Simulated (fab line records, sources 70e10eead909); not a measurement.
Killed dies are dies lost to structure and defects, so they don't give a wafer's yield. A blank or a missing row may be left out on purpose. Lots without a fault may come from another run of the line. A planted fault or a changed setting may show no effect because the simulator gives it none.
Chamber matching | flow nand_harc | NHARC_A_BONDPAD_DEP_00 on pecvd-01: 3 sister chambers
The step deposits SiCN, target thk 250 nm. 6 wafers are shown with their chamber, then 8 later ones without.

WAFERS WITH THEIR CHAMBER
wafer  | chamber | heater_power_w (W)
L082.3 | 1       | 511
L082.5 | 0       | 634
L085.3 | 2       | 473
L085.5 | 2       | 476
L085.6 | 1       | 468
L094.3 | 0       | 555

WAFERS WITHOUT THEIR CHAMBER
wafer  | heater_power_w (W)
L094.5 | 558
L094.6 | 575
L096.1 | 414
L096.2 | 682
L096.6 | 566
L095.1 | 523
L095.2 | 632
L095.6 | 521

WHICH CHAMBER EACH WENT THROUGH
wafer  | from the rows above          | in truth
L094.5 | can't be placed: 0 or 1 or 2 | 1
L094.6 | can't be placed: 0 or 1      | 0
L096.1 | can't be placed: 2 or 1      | 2
L096.2 | 0                            | 0
L096.6 | can't be placed: 0 or 1 or 2 | 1
L095.1 | can't be placed: 1 or 2 or 0 | 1
L095.2 | 0                            | 0
L095.6 | can't be placed: 1 or 2 or 0 | 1
Placed correctly: 2 of 8. Can't be placed from these rows: 6 (the true chamber is among the candidates in 6). Placed wrongly: 0.
How it was worked out, from the rows above alone: a wafer's distance from a chamber is the root of the sum, over the readings, of the square of ((its reading less the chamber's mean) divided by the reading's scatter). The wafer belongs to the nearest chamber; if the next one is less than 2 further off, it can't be placed. A chamber's mean is the mean of its shown wafers. The scatter: the root of (the sum of the squares of (reading less its chamber's mean) over the shown wafers, divided by (wafers less chambers)).
